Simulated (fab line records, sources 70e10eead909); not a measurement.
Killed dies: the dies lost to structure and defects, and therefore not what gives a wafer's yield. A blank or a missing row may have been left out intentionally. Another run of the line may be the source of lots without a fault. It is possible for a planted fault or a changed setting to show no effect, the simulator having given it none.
Chamber matching || flow nand_harc || 4 sister chambers for NHARC_A_STAIRCASE_DESCUM_443 on rie_diel-10
The step chemistry O2, time 3 s. 4 wafers are shown with their chamber, then 8 later ones without.

## EACH WAFER AND ITS CHAMBER
{"wafer": "L074.2", "chamber": 1, "showerhead_plenum_p_Torr (Torr)": 1.80}
{"wafer": "L084.1", "chamber": 2, "showerhead_plenum_p_Torr (Torr)": 1.80}
{"wafer": "L084.6", "chamber": 3, "showerhead_plenum_p_Torr (Torr)": 1.88}
{"wafer": "L086.2", "chamber": 0, "showerhead_plenum_p_Torr (Torr)": 1.85}

## WAFERS WITH NO CHAMBER GIVEN
{"wafer": "L086.3", "showerhead_plenum_p_Torr (Torr)": 1.88}
{"wafer": "L086.5", "showerhead_plenum_p_Torr (Torr)": 1.79}
{"wafer": "L095.3", "showerhead_plenum_p_Torr (Torr)": 1.85}
{"wafer": "L095.5", "showerhead_plenum_p_Torr (Torr)": 1.79}
{"wafer": "L095.6", "showerhead_plenum_p_Torr (Torr)": 1.87}
{"wafer": "L097.2", "showerhead_plenum_p_Torr (Torr)": 1.84}
{"wafer": "L097.3", "showerhead_plenum_p_Torr (Torr)": 1.87}
{"wafer": "L097.5", "showerhead_plenum_p_Torr (Torr)": 1.84}

## EACH ONE'S CHAMBER
{"wafer": "L086.3", "from the rows above": 3, "in truth": 3}
{"wafer": "L086.5", "from the rows above": "can't be placed: 1 or 2", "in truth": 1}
{"wafer": "L095.3", "from the rows above": 0, "in truth": 0}
{"wafer": "L095.5", "from the rows above": "can't be placed: 1 or 2", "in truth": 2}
{"wafer": "L095.6", "from the rows above": "can't be placed: 3 or 0", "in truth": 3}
{"wafer": "L097.2", "from the rows above": 0, "in truth": 0}
{"wafer": "L097.3", "from the rows above": "can't be placed: 3 or 0", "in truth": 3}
{"wafer": "L097.5", "from the rows above": 0, "in truth": 0}
4 of 8 placed correctly. Can't be placed from these rows: 4 (the true chamber is among the candidates in 4). 0 placed wrongly.
How it was worked out, from the rows above alone: a wafer's distance from a chamber is the root of the sum, over the readings, of the square of ((its reading less the chamber's mean) divided by the reading's scatter). The wafer belongs to the nearest chamber; if the next one is less than 2 further off, it can't be placed. Each chamber's mean is taken over the wafers shown for it. The scatter: root of mean squared gap, hidden wafer to nearest shown wafer, with one shown wafer a chamber.
